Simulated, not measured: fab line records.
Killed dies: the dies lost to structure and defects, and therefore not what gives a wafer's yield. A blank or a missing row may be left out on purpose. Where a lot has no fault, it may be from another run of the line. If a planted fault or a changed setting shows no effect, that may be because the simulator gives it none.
Chamber matching ; flow nand harc ; NHARC_A_STAIRCASE_DESCUM_312 on rie diel-02: 4 sister chambers
The step chemistry O2, time 3 s. 4 wafers are shown with their chamber, then 7 later ones without.

== WAFERS PAIRED WITH THEIR CHAMBERS ==
wafer;chamber;showerhead plenum p Torr (Torr)
L078.3;3;2.06
L088.6;1;1.91
L091.1;0;1.85
L091.5;2;1.79

== WAFERS WITH NO CHAMBER GIVEN ==
wafer;showerhead plenum p Torr (Torr)
L091.6;2.04
L095.1;1.79
L095.2;1.84
L095.4;2.04
L096.2;2.04
L096.4;1.90
L096.6;1.79

== EACH ONE'S CHAMBER ==
wafer;from the rows above;in truth
L091.6;3;3
L095.1;2;2
L095.2;0;0
L095.4;3;3
L096.2;3;3
L096.4;1;1
L096.6;2;2
Placed correctly: 7 of 7. Number that these rows cannot place: 0. 0 placed wrongly.
How it was worked out, from the rows above alone: a wafer's distance from a chamber is the root of the sum, over the readings, of the square of ((its reading less the chamber's mean) divided by the reading's scatter). The wafer belongs to the nearest chamber; if the next one is less than 2 further off, it can't be placed. Each chamber's mean is taken over the wafers shown for it. The scatter: with one shown wafer a chamber, the root of the mean of the squares of how far each hidden wafer lies from its nearest shown one.
